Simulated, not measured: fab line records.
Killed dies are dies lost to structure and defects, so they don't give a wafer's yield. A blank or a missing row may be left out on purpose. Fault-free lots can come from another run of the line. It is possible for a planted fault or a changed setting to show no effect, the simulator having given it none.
Problem report in the 8D (eight disciplines) form, filled by code | flow nand harc | the parts of the form that need people (team, actions taken, sign-off) are left out

## 1. WHAT IS WRONG
susceptor temp C at NHARC_A_CHANNEL_FILL_D2_ALD_03 reads a mean of 608.75 C on 6 wafers of 2 lots; wafers without a fault read 629.89 C with a standard deviation of 0.29. That is -73 standard deviations from the usual mean.
The step: deposits SiNx, target thk 6 nm, pulse time 60 s, ald cycles 58.
First observed at day 13 11:50: wafer L817.1, on ald sin batch-03. The record holds 21 wafers of 7 lots with a number at this step. Rule for "out", or "out of limits": more than 4 standard deviations from the usual mean. The other wafers with a number count as sound.

## 2. WHAT IT IS, WHAT IT ISN'T
question                    | is                     | is not
which readings at this step | susceptor temp C       | precursor pulse height rel
which lots                  | L817, L818             | L819, L829, L831, L832, L838
which wafers of those lots  | all that have a number | -
read on which tools         | ald sin batch-03       | ald sin batch-01
when                        | from day 13 11:50      | up to then (0 sound wafers); but 15 sound wafers of L819, L829, L831, L832, L838 came after

## 3. THE SUSPECTS, EACH WITH WHAT RULES IT OUT
Counting: any tool at a process step up to the reading is kept as a suspect provided that every lot that is out went through it and no sound lot did after the first of them.
- har etch-02 at NHARC_A_CHANNEL_HOLE_D2_ETCH_25 (etches the open film in C4F8/O2/Ar, time 1040.2 s, target depth 1500 nm): ruled out as a lasting fault. Sound lots L829, L832, L838 ran on it after its first lot that is out, L817 (day 13 04:57).
- ald sin batch-03 at NHARC_A_CHANNEL_FILL_D2_ALD_03 (deposits SiNx, target thk 6 nm, pulse time 60 s, ald cycles 58): ruled out as a lasting fault. Sound lots L831, L832, L838 ran on it after its first lot that is out, L817 (day 13 11:50).
Left after counting: nothing in the record.

## 4. THE CAUSE (what the simulator had put in)
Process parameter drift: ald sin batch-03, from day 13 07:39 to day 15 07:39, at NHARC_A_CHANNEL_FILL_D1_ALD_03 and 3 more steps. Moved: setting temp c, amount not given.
Counting ruled it out, wrongly.

## 5. SEQUENCE OF EFFECTS, ordered by route
One row per reading whose mean, taken over the struck wafers that have a number, lies over 3 standard deviations from the usual. Readings are gone through only where the record gives a usual standard deviation; hours: the median, over the lots, of the time from a lot's start at the first step in this table giving one to that lot's start at this step; sigmas: the change measured in usual standard deviations.
hours | step                           | reading          | usual    | on struck wafers | change | sigmas
0     | NHARC_A_CHANNEL_FILL_D2_ALD_03 | susceptor temp C | 629.89 C | 608.75           | -21.14 | -73
The process steps in it:
- NHARC_A_CHANNEL_FILL_D2_ALD_03: deposits SiNx, target thk 6 nm, pulse time 60 s, ald cycles 58.

## 6. HOW IT WOULD HAVE BEEN CAUGHT EARLIER
In this record no reading fell out of limits until day 13 11:50, 4 hours after the fault had begun at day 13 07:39.
